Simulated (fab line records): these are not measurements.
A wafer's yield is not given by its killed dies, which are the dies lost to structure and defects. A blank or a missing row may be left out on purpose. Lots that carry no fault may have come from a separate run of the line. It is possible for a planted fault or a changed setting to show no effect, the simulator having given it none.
fab line records -- flow n5-finfet
[record] lots = 7, wafers = 21
route steps=1938 shown BEOL_M1@751 BEOL_M2@882 BEOL_M3@963 BEOL_M4@1064
start-h: hours from the record's opening day to when the first of the lot's shown wafers began -- wait-h: time in hours since the lot's previous step -- " repeats the value in the row above -- L1.1+2: one row covering several wafers at once -- - value missing, or start not given -- * or withheld: withheld -- < > ~ a bound
route shown NAME@n: NAME is a module with steps in the file, n the number in the route of the first one -- usual: mean/standard deviation of fault-free wafers -- same: alike in all rows -- chamber/n: place in a boat -- sites: readings site by site -- _std_site: standard deviation across them -- _edge_site: outer sites' mean less inner sites' -- radius-mm: for every site, how far away it sits from the centre of the wafer -- mask NAME#n: copy n -- behind: the most recent tool/chamber to have shaped the wafer -- hold: reason for holding the lot/hours on hold/outcome of the hold -- device: the n, p or np transistor that did not switch -- end of line: the same wafers' tests at the end of the route -- a step with no rows: only its recipe -- killed: dies lost to structure and defects at the first sort, not the wafer's yield -- map: dies across one wafer; x = killed, . = not, _ = none there
set.NAME: the setting that was run; set.NAME@STEP: the one run at that earlier step -- model.NAME: the simulator's own value behind a step, which no gauge read
lots where settings were altered on purpose, with a table for each step and a row for each wafer
[[steps]]
[step N5_BEOL_M1_ILD_DEP_00]
[recipe] material = SiOC, target-thk-a = 790, temp-c = 350, precursor = DEMS/O2, pressure-torr = 5, rf-w = 500, time-s = 15.3
lot.wafer,tool,chamber,start-h,wait-h,set.time-s,model.SiOC_of_BEOL_M1_ILD_DEP_00.thk-nm
L077.1,pecvd-04,0,139.05,0.0,15.3,77.8
L077.2,pecvd-04,1,139.05,0.0,17.25,87.6
L077.3,pecvd-04,2,139.05,0.0,17.25,88.2
L081.1,pecvd-03,2,161.07,0.0,14.54,74.8
L081.4,pecvd-03,2,161.07,0.0,15.3,81.2
L081.5,pecvd-03,1,161.07,0.0,14.54,75.4
L084.4,pecvd-04,1,174.51,0.1,14.21,73.2
L084.5,pecvd-04,0,174.51,0.1,15.3,78.6
L084.6,pecvd-04,2,174.51,0.1,14.21,75.4
L086.1,pecvd-04,2,191.56,0.0,16.05,83.4
L086.3,pecvd-04,0,191.56,0.0,15.3,78.8
L086.5,pecvd-04,2,191.56,0.0,15.3,81
L088.4,pecvd-03,2,210.62,0.1,14.65,77.8
L088.5,pecvd-03,2,210.62,0.1,15.3,80.8
L088.6,pecvd-03,0,210.62,0.1,14.65,77.6
L091.1,pecvd-03,0,215.25,0.0,15.3,79
L091.2,pecvd-03,1,215.25,0.0,15.3,77.8
L091.5,pecvd-03,2,215.25,0.0,15.3,80.2
L094.1,pecvd-04,0,238.08,0.0,15.3,77.4
L094.3,pecvd-04,0,238.08,0.0,14.68,75.8
L094.5,pecvd-04,0,238.08,0.0,14.68,75.6
[step N5_BEOL_M1_THK_MEAS_01]
[recipe] reads = SiOC_of_BEOL_M1_ILD_DEP_00
[usual] M1_ILD_THK = 79.4/1
lot.wafer,tool,chamber,start-h,wait-h,set.time-s@BEOL_M1_ILD_DEP_00,M1_ILD_THK[nm]
L077.1,film-metro-01,-,139.12,0.0,15.3,77.8
L077.2,film-metro-01,-,139.12,0.0,17.25,87.6
L077.3,film-metro-01,-,139.12,0.0,17.25,88.2
L081.1,film-metro-02,-,161.15,0.1,14.54,74.9
L081.4,film-metro-02,-,161.15,0.1,15.3,81.1
L081.5,film-metro-02,-,161.15,0.1,14.54,75.3
L084.4,film-metro-01,-,174.57,0.0,14.21,73.3
L084.5,film-metro-01,-,174.57,0.0,15.3,78.6
L084.6,film-metro-01,-,174.57,0.0,14.21,75.3
L086.1,film-metro-02,-,191.62,0.0,16.05,83.4
L086.3,film-metro-02,-,191.62,0.0,15.3,78.7
L086.5,film-metro-02,-,191.62,0.0,15.3,81.0
L088.4,film-metro-01,-,210.69,0.1,14.65,77.8
L088.5,film-metro-01,-,210.69,0.1,15.3,80.7
L088.6,film-metro-01,-,210.69,0.1,14.65,77.5
L091.1,film-metro-02,-,215.32,0.0,15.3,79.0
L091.2,film-metro-02,-,215.32,0.0,15.3,77.9
L091.5,film-metro-02,-,215.32,0.0,15.3,80.2
L094.1,film-metro-01,-,238.16,0.1,15.3,77.5
L094.3,film-metro-01,-,238.16,0.1,14.68,75.9
L094.5,film-metro-01,-,238.16,0.1,14.68,75.6
[step N5_BEOL_M2_ALD_98]
[recipe] material = SiO2, target-thk-a = 25, temp-c = 100, ald-precursor-family = BDEAS, ald-co-reactant = O2-plasma, pulse-time-s = 1, co-reactant-pulse-time-s = 1, purge-time-s = 2, co-reactant-purge-time-s = 2, ald-cycles = 17, pressure-torr = 2
lot.wafer,tool,chamber,start-h,wait-h,set.ald-cycles,model.SiO2_of_BEOL_M2_ALD_98.thk-nm
L077.1,ald-sin-02,2,150.59,0.1,17,2.4
L077.2+3,ald-sin-02,"3,0",150.59,0.1,17,2.6
L081.1+4+5,ald-sin-01,"0,1,3",178.81,1.0,17,2.6
L084.4,ald-sin-01,0,185.43,0.3,17,2.4
L084.5+6,ald-sin-01,"1,0",185.43,0.3,18,2.6
L086.1+3+5,ald-sin-04,"1,3,2",203.13,0.1,17,2.6
L088.4,ald-sin-04,1,221.43,0.1,17,2.4
L088.5+6,ald-sin-04,"3,0",221.43,0.1,14,2
L091.1+2+5,ald-sin-02,"0,3,1",229.77,0.1,17,2.6
L094.1+3+5,ald-sin-04,"1,3,2",248.79,0.7,17,2.6
[step N5_BEOL_M2_TRENCH_ETCH_37]
[recipe] chemistry = C4F6/O2, target-depth-a = 555.55, target = SiOC, time-s = 29.2, ion-energy-ev = 250, pressure-mtorr = 30, source-w = 355, bias-w = 185, Ar_flow_sccm = 300, C4F6_flow_sccm = 10, O2_flow_sccm = 10
lot.wafer,tool,chamber,start-h,wait-h,set.time-s,model.BEOL_M2.feature-depth-nm,model.etch.depth-nm
L077.1,rie-diel-06,0,-,-,24.94,47.8,47.79
L077.2,rie-diel-06,3,-,-,24.94,46.2,46.27
L077.3,rie-diel-06,2,-,-,29.2,55.2,55.19
L081.1,rie-diel-02,2,-,-,29.2,53.8,53.88
L081.4,rie-diel-02,0,-,-,23.84,45.6,45.6
L081.5,rie-diel-02,2,-,-,23.84,44,43.9
L084.4,rie-diel-02,0,-,-,31.73,61.6,61.67
L084.5,rie-diel-02,0,-,-,31.73,61.6,61.66
L084.6,rie-diel-02,3,-,-,31.73,61.4,61.36
L086.1,rie-diel-04,3,-,-,29.2,55,55.07
L086.3,rie-diel-04,2,-,-,29.2,54.2,54.28
L086.5,rie-diel-04,3,-,-,29.2,55,55.1
L088.4,rie-diel-02,3,-,-,29.2,55.8,55.73
L088.5,rie-diel-02,1,-,-,29.2,54.8,54.8
L088.6,rie-diel-02,2,-,-,31.94,59.6,59.68
L091.1,rie-diel-06,1,-,-,29.2,54.6,54.6
L091.2,rie-diel-06,0,-,-,29.2,58.6,58.57
L091.5,rie-diel-06,1,-,-,29.2,54.4,54.41
L094.1,rie-diel-04,1,-,-,33.27,65.8,65.74
L094.3,rie-diel-04,3,-,-,33.27,62.2,62.25
L094.5,rie-diel-04,3,-,-,29.2,54.8,54.84
[step N5_BEOL_M2_ETCH_41]
[recipe] chemistry = CH3F/O2, target = SiCN, target-depth-a = 299, taper-deg = 2, time-s = 52.5, ion-energy-ev = 120, mask-material = TiN, pressure-mtorr = 30, source-w = 395, bias-w = 75, Ar_flow_sccm = 150, CH3F_flow_sccm = 30, O2_flow_sccm = 20
[step N5_BEOL_M2_STRIP_97]
[recipe] chemistry = N2/H2, time-s = 10, power-w = 450, temp-c = 40, pressure-mtorr = 20, rf-frequency-hz = 6e+07, bias-power-w = 7, n2-flow-sccm = 200, h2-flow-sccm = 200
[step N5_BEOL_M2_OCD_MEAS_38]
[usual] trench-depth-nm = 55.5/1
lot.wafer,tool,chamber,start-h,wait-h,set.time-s@BEOL_M2_TRENCH_ETCH_37,trench-depth-nm
L077.1,ocd-01,-,152.54,-,24.94,47.9
L077.2,ocd-01,-,152.54,-,24.94,46.1
L077.3,ocd-01,-,152.54,-,29.2,55.4
L081.1,ocd-01,-,180.65,-,29.2,54.0
L081.4,ocd-01,-,180.65,-,23.84,45.6
L081.5,ocd-01,-,180.65,-,23.84,44.0
L084.4,ocd-02,-,186.45,-,31.73,61.3
L084.5,ocd-02,-,186.45,-,31.73,62.0
L084.6,ocd-02,-,186.45,-,31.73,61.4
L086.1,ocd-01,-,205.52,-,29.2,55.3
L086.3,ocd-01,-,205.52,-,29.2,54.2
L086.5,ocd-01,-,205.52,-,29.2,55.0
L088.4,ocd-02,-,225.05,-,29.2,55.8
L088.5,ocd-02,-,225.05,-,29.2,54.7
L088.6,ocd-02,-,225.05,-,31.94,59.6
L091.1,ocd-01,-,231.03,-,29.2,54.1
L091.2,ocd-01,-,231.03,-,29.2,58.7
L091.5,ocd-01,-,231.03,-,29.2,54.3
L094.1,ocd-01,-,250.06,-,33.27,65.9
L094.3,ocd-01,-,250.06,-,33.27,62.5
L094.5,ocd-01,-,250.06,-,29.2,55.2
[step N5_BEOL_M2_SPUTTER_86]
[recipe] material = Cu, target-thk-a = 45, temp-c = -20, chamber-pressure-pa = 0.07, power-w = withheld, time-s = 8.29
lot.wafer,tool,chamber,start-h,wait-h,set.time-s
L077.1+2+3,pvd-sputter-03,-,154.90,0.1,8.29
L081.1+5,pvd-sputter-01,-,182.34,0.1,8.29
L081.4,pvd-sputter-01,-,182.34,0.1,7.591
L084.4+6,pvd-sputter-01,-,188.77,0.1,9.109
L084.5,pvd-sputter-01,-,188.77,0.1,8.29
L086.1+3+5,pvd-sputter-01,-,207.17,0.1,8.29
L088.4+5+6,pvd-sputter-02,-,226.54,0.1,8.29
L091.1+2+5,pvd-sputter-02,-,232.68,0.1,8.29
L094.1+3+5,pvd-sputter-03,-,251.67,0.1,8.29
[step N5_BEOL_M2_ANNEAL_87]
[recipe] temp-c = 400, time-s = 240, ambient = vacuum
[step N5_BEOL_M2_SPUTTER_88]
[recipe] material = Cu, target-thk-a = 45, temp-c = -20, chamber-pressure-pa = 0.07, power-w = withheld, time-s = 8.29
[step N5_BEOL_M2_ECD_50]
[recipe] material = Cu, target-thk-a = 3000
[step N5_BEOL_M2_ANNEAL_51]
[recipe] temp-c = 225, time-s = 90, ambient = N2
[step N5_BEOL_M2_CMP_52]
[recipe] stop-on = SiOC, t-overpolish-s = 6.8, down-force-psi = 1, platen-rpm = 50, clearing-platen-down-force-psi = 1.5, clearing-platen-rpm = 50, post-cmp-clean = cu-alkaline, target-thk-nm = 40, clearing-platen-pad-velocity-m-s = 0.99484, pad-velocity-m-s = 0.99484
lot.wafer,tool,chamber,start-h,wait-h,set.time-s@BEOL_M2_TRENCH_ETCH_37,model.Cu_of_BEOL_M2_ECD_50.thk-nm
L077.1,cmp-03,2,156.49,0.3,24.94,32.4
L077.3,cmp-03,3,156.49,0.3,29.2,39.8
L077.2,cmp-03,1,156.49,0.3,24.94,29.2
L081.4,cmp-04,2,183.95,0.1,23.84,-
L081.1,cmp-04,3,183.95,0.1,29.2,38.2
L081.5,cmp-04,3,183.95,0.1,23.84,28
L084.4+6,cmp-04,"3,0",190.93,0.3,31.73,-
L084.5,cmp-04,1,190.93,0.3,31.73,47
L086.3,cmp-02,3,209.77,0.2,29.2,39
L086.1,cmp-02,1,209.77,0.2,29.2,37.8
L086.5,cmp-02,3,209.77,0.2,29.2,41.2
L088.4,cmp-02,2,228.30,0.3,29.2,40.2
L088.6,cmp-02,3,228.30,0.3,31.94,44.2
L088.5,cmp-02,0,228.30,0.3,29.2,39.6
L091.2,cmp-02,2,234.31,0.2,29.2,43
L091.1,cmp-02,3,234.31,0.2,29.2,40.6
L091.5,cmp-02,2,234.31,0.2,29.2,39
L094.1,cmp-03,1,253.27,0.3,33.27,48
L094.3,cmp-03,2,253.27,0.3,33.27,46.8
L094.5,cmp-03,2,253.27,0.3,29.2,40.6
[step N5_BEOL_M2_PRE_CLEAN_60]
[recipe] gas = NH3/H2, time-s = 15, temp-c = *, rf-power-w = 300
[step N5_BEOL_M2_PRE_CLEAN_56]
[recipe] gas = NH3, time-s = 15, temp-c = withheld, rf-power-w = 300
[step N5_BEOL_M2_DEP_57]
[recipe] material = SiCN, target-thk-a = 80, temp-c = withheld, precursor = 3MS/NH3, pressure-torr = 3, rf-w = 202, time-s = 14
[step N5_BEOL_M2_RS_MEAS_58]
[recipe] thk-meas-gauge = four-point-probe, reads = Co_of_BEOL_M2_CO_CAP_55+Cu_of_BEOL_M2_ECD_50+Co_of_BEOL_M2_CVD_47+TaN_of_BEOL_M2_ALD_84
[usual] M2_RS = 0.68/0.035
lot.wafer,tool,chamber,start-h,wait-h,set.time-s@BEOL_M2_TRENCH_ETCH_37,M2_RS[ohm/sq]
L077.1,film-metro-01,-,157.05,0.0,24.94,0.88
L077.2,film-metro-01,-,157.05,0.0,24.94,1.01
L077.3,film-metro-01,-,157.05,0.0,29.2,0.68
L081.1,film-metro-02,-,184.50,0.0,29.2,0.71
L081.4,film-metro-02,-,184.50,0.0,23.84,0.96
L081.5,film-metro-02,-,184.50,0.0,23.84,1.06
L084.4,film-metro-01,-,191.37,0.0,31.73,0.55
L084.5,film-metro-01,-,191.37,0.0,31.73,0.55
L084.6,film-metro-01,-,191.37,0.0,31.73,0.57
L086.1,film-metro-01,-,210.28,0.0,29.2,0.72
L086.3,film-metro-01,-,210.28,0.0,29.2,0.69
L086.5,film-metro-01,-,210.28,0.0,29.2,0.65
L088.4,film-metro-01,-,228.74,0.0,29.2,0.66
L088.5,film-metro-01,-,228.74,0.0,29.2,0.68
L088.6,film-metro-01,-,228.74,0.0,31.94,0.59
L091.1,film-metro-02,-,234.83,0.0,29.2,0.66
L091.2,film-metro-02,-,234.83,0.0,29.2,0.61
L091.5,film-metro-02,-,234.83,0.0,29.2,0.69
L094.1,film-metro-01,-,253.83,0.0,33.27,0.53
L094.3,film-metro-01,-,253.83,0.0,33.27,0.55
L094.5,film-metro-01,-,253.83,0.0,29.2,0.66
[step N5_BEOL_M3_EXPOSE_25]
[recipe] mask-id = V2, na = 0.33, source-shape = quasar, sigma-inner = 0.2, sigma-outer = 0.8, polarization = unpolarized, defocus-nm = 5, dose-mj = 63
lot.wafer,tool,chamber,start-h,wait-h,mask,set.dose-mj
L077.1+2+3,euv-scanner-02,0,160.07,-,V2#0,63
L081.1+5,euv-scanner-01,0,188.06,-,V2#0,63
L081.4,euv-scanner-01,0,188.06,-,V2#0,61.09
L084.4+6,euv-scanner-02,0,194.04,-,V2#0,63
L084.5,euv-scanner-02,0,194.04,-,V2#0,66.51
L086.1+3,euv-scanner-01,0,213.06,-,V2#0,63
L086.5,euv-scanner-01,0,213.06,-,V2#0,65.43
L088.4+5,euv-scanner-02,0,231.90,-,V2#0,63
L088.6,euv-scanner-02,0,231.90,-,V2#0,64.28
L091.1+2+5,euv-scanner-01,0,237.13,-,V2#0,63
L094.1+3,euv-scanner-02,0,258.98,-,V2#0,60.15
L094.5,euv-scanner-02,0,258.98,-,V2#0,63
[step N5_BEOL_M3_PEB_26]
[recipe] peb-temp-c = 100, peb-time-s = 60, resist = CAR-EUV
[step N5_BEOL_M3_DEVELOP_27]
[recipe] develop-time-s = 30, developer = TMAH, resist = CAR-EUV, rinse-liquid = surfactant-rinse, dry = air-spin, dev-temp-c = 23
[step N5_BEOL_M3_CD_MEAS_28]
[recipe] target-cd-nm = 25.7, landing-energy-ev = 500, detector = se-inlens, target-cd-y-nm = 23.3, polarity = opening
[usual] cd-nm = 25.68/0.24
lot.wafer,tool,chamber,start-h,wait-h,set.dose-mj@BEOL_M3_EXPOSE_25,cd-nm
L077.1,cd-sem-03,0,160.22,-,63,25.26
L077.2,cd-sem-03,0,160.22,-,63,25.85
L077.3,cd-sem-03,0,160.22,-,63,25.40
L081.1,cd-sem-02,0,188.20,-,63,25.60
L081.4,cd-sem-02,0,188.20,-,61.09,25.31
L081.5,cd-sem-02,0,188.20,-,63,25.89
L084.4,cd-sem-01,0,194.17,-,63,25.88
L084.5,cd-sem-01,0,194.17,-,66.51,26.86
L084.6,cd-sem-01,0,194.17,-,63,25.76
L086.1,cd-sem-01,0,213.20,-,63,25.64
L086.3,cd-sem-01,0,213.20,-,63,25.76
L086.5,cd-sem-01,0,213.20,-,65.43,26.26
L088.4,cd-sem-02,0,232.03,-,63,25.80
L088.5,cd-sem-02,0,232.03,-,63,25.88
L088.6,cd-sem-02,0,232.03,-,64.28,25.99
L091.1,cd-sem-02,0,237.28,-,63,25.78
L091.2,cd-sem-02,0,237.28,-,63,26.04
L091.5,cd-sem-02,0,237.28,-,63,25.56
L094.1,cd-sem-03,0,259.13,-,60.15,24.86
L094.3,cd-sem-03,0,259.13,-,60.15,25.21
L094.5,cd-sem-03,0,259.13,-,63,25.89
[step N5_BEOL_M3_ETCH_70]
[recipe] chemistry = N2/H2, target = SOC, target-depth-a = 800, overetch-a = 160, mask-material = SiARC, temp-c = 40, time-s = 120, ion-energy-ev = 200, pressure-mtorr = 30, source-w = 840, bias-w = 150, n2-flow-sccm = 200, h2-flow-sccm = 200
[usual] rf-vpp-V = 523.7/2.8
lot.wafer,tool,chamber,start-h,wait-h,set.source-w,rf-vpp-V
L077.1,rie-diel-03,2,163.41,0.0,840,521.7
L077.2,rie-diel-03,3,163.41,0.0,916.6,511.1
L077.3,rie-diel-03,1,163.41,0.0,840,523.0
L081.1,rie-diel-03,2,189.51,0.0,840,522.2
L081.4,rie-diel-03,3,189.51,0.0,978.5,500.3
L081.5,rie-diel-03,2,189.51,0.0,840,521.2
L084.4,rie-diel-05,1,195.75,0.0,840,530.4
L084.5,rie-diel-05,3,195.75,0.0,784.8,538.0
L084.6,rie-diel-05,0,195.75,0.0,840,518.4
L086.1,rie-diel-03,1,214.65,0.0,840,522.5
L086.3,rie-diel-03,2,214.65,0.0,840,521.0
L086.5,rie-diel-03,2,214.65,0.0,694,554.1
L088.4,rie-diel-01,0,232.91,0.0,840,524.2
L088.5,rie-diel-01,3,232.91,0.0,840,520.6
L088.6,rie-diel-01,1,232.91,0.0,840,524.4
L091.1,rie-diel-01,3,237.69,0.0,840,520.0
L091.2,rie-diel-01,1,237.69,0.0,840,526.0
L091.5,rie-diel-01,1,237.69,0.0,840,525.7
L094.1,rie-diel-01,0,259.95,0.0,840,523.8
L094.3,rie-diel-01,2,259.95,0.0,988.9,494.8
L094.5,rie-diel-01,3,259.95,0.0,988.9,492.5
[step N5_BEOL_M4_ETCH_70]
[recipe] chemistry = N2/H2, target = SOC, target-depth-a = 800, overetch-a = 240, mask-material = SiARC, temp-c = 40, time-s = 130, ion-energy-ev = 200, pressure-mtorr = 30, source-w = 840, bias-w = 150, n2-flow-sccm = 200, h2-flow-sccm = 200
[usual] rf-vpp-V = 523.3/2.4
lot.wafer,tool,chamber,start-h,wait-h,set.source-w,rf-vpp-V
L077.1,rie-diel-04,1,175.58,0.0,840,524.8
L077.2,rie-diel-04,2,175.58,0.0,962.7,496.8
L077.3,rie-diel-04,3,175.58,0.0,840,524.2
L081.1,rie-diel-02,1,199.62,0.0,840,526.3
L081.4,rie-diel-02,0,199.62,0.0,787.3,535.9
L081.5,rie-diel-02,3,199.62,0.0,787.3,539.3
L084.4,rie-diel-06,1,205.32,0.0,840,526.9
L084.5,rie-diel-06,3,205.32,0.0,840,523.1
L084.6,rie-diel-06,2,205.32,0.0,840,520.6
L086.1,rie-diel-04,0,224.86,0.0,976.2,496.0
L086.3,rie-diel-04,2,224.86,0.0,976.2,494.3
L086.5,rie-diel-04,1,224.86,0.0,976.2,499.9
L088.4,rie-diel-06,2,241.17,0.0,840,521.0
L088.5,rie-diel-06,3,241.17,0.0,840,523.6
L088.6,rie-diel-06,0,241.17,0.0,840,526.1
L091.1,rie-diel-06,2,249.24,0.0,840,520.1
L091.2,rie-diel-06,3,249.24,0.0,840,522.4
L091.5,rie-diel-06,2,249.24,0.0,840,519.4
L094.1,rie-diel-06,2,266.89,0.0,840,520.5
L094.3,rie-diel-06,1,266.89,0.0,782.6,536.6
L094.5,rie-diel-06,1,266.89,0.0,782.6,536.4
[step N5_BEOL_M4_TRENCH_ETCH_37]
[recipe] chemistry = C4F6/O2, target-depth-a = 555.55, target = SiOC, time-s = 29.2, ion-energy-ev = 250, pressure-mtorr = 30, source-w = 355, bias-w = 185, Ar_flow_sccm = 300, C4F6_flow_sccm = 10, O2_flow_sccm = 10
lot.wafer,tool,chamber,start-h,wait-h,set.time-s,model.BEOL_M4.feature-depth-nm,model.etch.depth-nm
L077.1,rie-diel-04,1,-,-,29.2,56.2,56.11
L077.2,rie-diel-04,2,-,-,33.98,63.6,63.52
L077.3,rie-diel-04,3,-,-,33.98,64,64
L081.1,rie-diel-02,1,-,-,29.2,55,55.06
L081.4,rie-diel-02,0,-,-,29.2,55.6,55.64
L081.5,rie-diel-02,3,-,-,35.17,68,67.9
L084.4,rie-diel-06,1,-,-,29.2,54.4,54.36
L084.5,rie-diel-06,3,-,-,29.2,54.6,54.5
L084.6,rie-diel-06,2,-,-,33.73,64.2,64.22
L086.1,rie-diel-04,0,-,-,33.27,63,62.98
L086.3,rie-diel-04,2,-,-,29.2,55.4,55.47
L086.5,rie-diel-04,1,-,-,29.2,57.6,57.61
L088.4,rie-diel-06,2,-,-,26.43,49.8,49.89
L088.5,rie-diel-06,3,-,-,29.2,55.2,55.13
L088.6,rie-diel-06,0,-,-,26.43,52,51.97
L091.1,rie-diel-06,2,-,-,29.2,55.6,55.68
L091.2,rie-diel-06,3,-,-,29.2,55.4,55.39
L091.5,rie-diel-06,2,-,-,29.2,55.4,55.47
L094.1,rie-diel-06,2,-,-,29.2,55.8,55.89
L094.3,rie-diel-06,1,-,-,29.2,57.2,57.23
L094.5,rie-diel-06,1,-,-,29.2,57.2,57.14
[step N5_BEOL_M4_ETCH_41]
[recipe] chemistry = CH3F/O2, target = SiCN, target-depth-a = 299, taper-deg = 2, time-s = 52.5, ion-energy-ev = 120, mask-material = TiN, pressure-mtorr = 30, source-w = 395, bias-w = 75, Ar_flow_sccm = 150, CH3F_flow_sccm = 30, O2_flow_sccm = 20
[step N5_BEOL_M4_STRIP_97]
[recipe] chemistry = N2/H2, time-s = 10, power-w = 450, temp-c = 40, pressure-mtorr = 20, rf-frequency-hz = 6e+07, bias-power-w = 7, n2-flow-sccm = 200, h2-flow-sccm = 200
[step N5_BEOL_M4_OCD_MEAS_38]
[usual] trench-depth-nm = 55.5/1.1
lot.wafer,tool,chamber,start-h,wait-h,set.time-s@BEOL_M4_TRENCH_ETCH_37,trench-depth-nm
L077.1,ocd-01,-,175.94,-,29.2,56.4
L077.2,ocd-01,-,175.94,-,33.98,63.3
L077.3,ocd-01,-,175.94,-,33.98,64.2
L081.1,ocd-01,-,199.98,-,29.2,54.6
L081.4,ocd-01,-,199.98,-,29.2,56.3
L081.5,ocd-01,-,199.98,-,35.17,68.0
L084.4,ocd-02,-,205.65,-,29.2,54.2
L084.5,ocd-02,-,205.65,-,29.2,54.1
L084.6,ocd-02,-,205.65,-,33.73,64.2
L086.1,ocd-01,-,225.22,-,33.27,62.7
L086.3,ocd-01,-,225.22,-,29.2,55.7
L086.5,ocd-01,-,225.22,-,29.2,57.8
L088.4,ocd-02,-,241.49,-,26.43,49.9
L088.5,ocd-02,-,241.49,-,29.2,55.2
L088.6,ocd-02,-,241.49,-,26.43,52.0
L091.1,ocd-01,-,249.60,-,29.2,55.6
L091.2,ocd-01,-,249.60,-,29.2,55.7
L091.5,ocd-01,-,249.60,-,29.2,55.1
L094.1,ocd-02,-,267.25,-,29.2,56.0
L094.3,ocd-02,-,267.25,-,29.2,57.3
L094.5,ocd-02,-,267.25,-,29.2,57.2
[[key]]
[split] step = N5_BEOL_M1_ILD_DEP_00, setting = time-s, stated = 15.3, by = wafer
[response] step = N5_BEOL_M1_ILD_DEP_00, reading = model.SiOC_of_BEOL_M1_ILD_DEP_00.thk-nm, change = +0.766, per = 1%, r = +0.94
[response] step = N5_BEOL_M1_THK_MEAS_01, reading = M1_ILD_THK, change = +0.765, per = 1%, r = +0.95
[split] step = N5_BEOL_M2_ALD_98, setting = ald-cycles, stated = 17, by = wafer
[response] step = N5_BEOL_M2_ALD_98, reading = model.SiO2_of_BEOL_M2_ALD_98.thk-nm, change = +0.0238, per = 1%, r = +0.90
[split] step = N5_BEOL_M2_TRENCH_ETCH_37, setting = time-s, stated = 29.2, by = wafer
[response] step = N5_BEOL_M2_TRENCH_ETCH_37, reading = model.BEOL_M2.feature-depth-nm, change = +0.545, per = 1%, r = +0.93
[response] step = N5_BEOL_M2_TRENCH_ETCH_37, reading = model.etch.depth-nm, change = +0.548, per = 1%, r = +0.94
[response] step = N5_BEOL_M2_OCD_MEAS_38, reading = trench-depth-nm, change = +0.549, per = 1%, r = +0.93
[response] step = N5_BEOL_M2_CMP_52, reading = model.Cu_of_BEOL_M2_ECD_50.thk-nm, change = +0.544, per = 1%, r = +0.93
[response] step = N5_BEOL_M2_RS_MEAS_58, reading = M2_RS, change = -0.0141, per = 1%, r = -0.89
[split] step = N5_BEOL_M2_SPUTTER_86, setting = time-s, stated = 8.29, by = wafer
response none clear
[split] step = N5_BEOL_M3_EXPOSE_25, setting = dose-mj, stated = 63, by = wafer
[response] step = N5_BEOL_M3_CD_MEAS_28, reading = cd-nm, change = +0.17, per = 1%, r = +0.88
[split] step = N5_BEOL_M3_ETCH_70, setting = source-w, stated = 840, by = wafer
[response] step = N5_BEOL_M3_ETCH_70, reading = rf-vpp-V, change = -1.62, per = 1%, r = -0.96
[split] step = N5_BEOL_M4_ETCH_70, setting = source-w, stated = 840, by = wafer
[response] step = N5_BEOL_M4_ETCH_70, reading = rf-vpp-V, change = -1.95, per = 1%, r = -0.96
[split] step = N5_BEOL_M4_TRENCH_ETCH_37, setting = time-s, stated = 29.2, by = wafer
[response] step = N5_BEOL_M4_TRENCH_ETCH_37, reading = model.BEOL_M4.feature-depth-nm, change = +0.55, per = 1%, r = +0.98
[response] step = N5_BEOL_M4_TRENCH_ETCH_37, reading = model.etch.depth-nm, change = +0.548, per = 1%, r = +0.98
[response] step = N5_BEOL_M4_OCD_MEAS_38, reading = trench-depth-nm, change = +0.54, per = 1%, r = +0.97
